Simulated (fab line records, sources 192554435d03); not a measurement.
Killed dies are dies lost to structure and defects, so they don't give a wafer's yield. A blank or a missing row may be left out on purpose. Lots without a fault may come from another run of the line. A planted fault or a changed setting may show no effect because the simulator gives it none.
Chamber matching | flow n5_finfet | N5_BEOL_M8_DEP_56 on pecvd-02: 3 sister chambers
The step deposits SiCN from 3MS/NH3, target thk 10 nm, time 17.5 s. 6 wafers are shown with their chamber, then 10 later ones without.

WAFERS WITH THEIR CHAMBER
wafer  | chamber | showerhead_plenum_p_Torr (Torr) | rf_fwd_power_W (W)
L078.6 | 1       | 3.636                           | 198.2
L081.4 | 1       | 3.633                           | 198.3
L084.3 | 0       | 3.664                           | 200.2
L084.5 | 2       | 3.661                           | 198.8
L087.1 | 0       | 3.657                           | 200.1
L087.4 | 2       | 3.667                           | 198.4

WAFERS WITHOUT THEIR CHAMBER
wafer  | showerhead_plenum_p_Torr (Torr) | rf_fwd_power_W (W)
L087.5 | 3.640                           | 197.7
L093.1 | 3.668                           | 199.8
L093.2 | 3.667                           | 199.8
L093.6 | 3.666                           | 199.2
L095.1 | 3.670                           | 199.1
L095.3 | 3.663                           | 198.3
L095.4 | 3.667                           | 198.5
L097.2 | 3.671                           | 200.0
L097.3 | 3.657                           | 199.2
L097.5 | 3.645                           | 198.1

WHICH CHAMBER EACH WENT THROUGH
wafer  | from the rows above     | in truth
L087.5 | 1                       | 1
L093.1 | 0                       | 0
L093.2 | 0                       | 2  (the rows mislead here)
L093.6 | 2                       | 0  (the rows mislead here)
L095.1 | 2                       | 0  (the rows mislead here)
L095.3 | 2                       | 2
L095.4 | 2                       | 2
L097.2 | 0                       | 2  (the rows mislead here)
L097.3 | can't be placed: 2 or 0 | 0
L097.5 | 1                       | 1
Placed correctly: 5 of 10. Can't be placed from these rows: 1 (the true chamber is among the candidates in 1). Placed wrongly: 4.
How it was worked out, from the rows above alone: a wafer's distance from a chamber is the root of the sum, over the readings, of the square of ((its reading less the chamber's mean) divided by the reading's scatter). The wafer belongs to the nearest chamber; if the next one is less than 2 further off, it can't be placed. A chamber's mean is the mean of its shown wafers. The scatter: the root of (the sum of the squares of (reading less its chamber's mean) over the shown wafers, divided by (wafers less chambers)).
